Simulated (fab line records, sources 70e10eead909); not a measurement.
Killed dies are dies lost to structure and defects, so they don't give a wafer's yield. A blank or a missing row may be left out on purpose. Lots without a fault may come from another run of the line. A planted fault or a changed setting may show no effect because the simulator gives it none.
Chamber matching | flow nand_harc | NHARC_A_STAIRCASE_CMP_152 on cmp-03: 4 sister chambers
The step polishes. 8 wafers are shown with their chamber, then 9 later ones without.

WAFERS WITH THEIR CHAMBER
wafer  | chamber | motor_current_A (A)
L087.1 | 0       | 14.4
L087.5 | 2       | 13.4
L089.4 | 1       | 11.6
L089.5 | 3       | 9.6
L089.6 | 0       | 14.3
L090.2 | 3       | 9.3
L090.4 | 2       | 12.5
L090.6 | 1       | 12.0

WAFERS WITHOUT THEIR CHAMBER
wafer  | motor_current_A (A)
L093.1 | 14.0
L093.2 | 12.9
L093.3 | 9.8
L091.1 | 12.2
L091.3 | 14.1
L091.6 | 13.5
L094.3 | 12.1
L094.4 | 11.8
L094.6 | 9.9

WHICH CHAMBER EACH WENT THROUGH
wafer  | from the rows above     | in truth
L093.1 | can't be placed: 0 or 2 | 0
L093.2 | 2                       | 2
L093.3 | 3                       | 3
L091.1 | can't be placed: 1 or 2 | 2
L091.3 | 0                       | 0
L091.6 | can't be placed: 2 or 0 | 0
L094.3 | can't be placed: 1 or 2 | 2
L094.4 | 1                       | 1
L094.6 | 3                       | 3
Placed correctly: 5 of 9. Can't be placed from these rows: 4 (the true chamber is among the candidates in 4). Placed wrongly: 0.
How it was worked out, from the rows above alone: a wafer's distance from a chamber is the root of the sum, over the readings, of the square of ((its reading less the chamber's mean) divided by the reading's scatter). The wafer belongs to the nearest chamber; if the next one is less than 2 further off, it can't be placed. A chamber's mean is the mean of its shown wafers. The scatter: the root of (the sum of the squares of (reading less its chamber's mean) over the shown wafers, divided by (wafers less chambers)).
